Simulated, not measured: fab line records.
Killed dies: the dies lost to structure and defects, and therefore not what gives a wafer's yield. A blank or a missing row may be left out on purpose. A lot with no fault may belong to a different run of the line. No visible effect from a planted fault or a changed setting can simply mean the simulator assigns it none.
Which tool was responsible? ; flow n5 finfet ; 36 wafers sampled from 12 lots at 1 step of a route of 1938

== WHAT EACH GAUGE READ, for each wafer ==
N5_MOL_CONTACT_COAG_INSPECT_10: inspects for defects (brightfield).
lot;measured;on;raw defect count
L075;day 5 01:59;defect inspect-02;52 67 44
L077;day 5 22:44;defect inspect-02;70 86 46
L079;day 6 03:04;defect inspect-02;35 50 58
L081;day 6 12:38;defect inspect-02;111 107 72
L083;day 7 02:16;defect inspect-02;72 66 54
L085;day 7 12:22;defect inspect-02;72 38 38
L087;day 8 03:28;defect inspect-01;100 96 130
L089;day 8 14:02;defect inspect-02;43 61 53
L091;day 9 04:00;defect inspect-01;56 71 38
L093;day 9 14:42;defect inspect-01;84 69 54
L095;day 9 22:51;defect inspect-01;44 60 49
L096;day 10 09:56;defect inspect-01;99 80 68

== TOOL THAT RAN EACH LOT (tool first, then ch and the chambers of the sampled wafers, then the start) ==
The record shows no process step preceding these readings.

== THE ANSWER, worked out from the rows above alone ==
Rule: the lots themselves supply what counts as usual. Put in order of their means at a reading, lots are off if they are a third of the lots or fewer, leave a main group of 4 or more, and stand apart from it by a gap of 3 or more times the standard deviation of the main group's means; of several such gaps the widest counts. A main group whose means are all the same, to the digits that the tables above print for the reading, isn't used. Also off: a lot with no number at a reading for which 4 or more lots have one. Any other lot the step has rows for is counted as sound.
No lot is off on any of the readings shown, so nothing can be concluded from this.

== WHAT WAS PUT IN BY THE SIMULATOR ==
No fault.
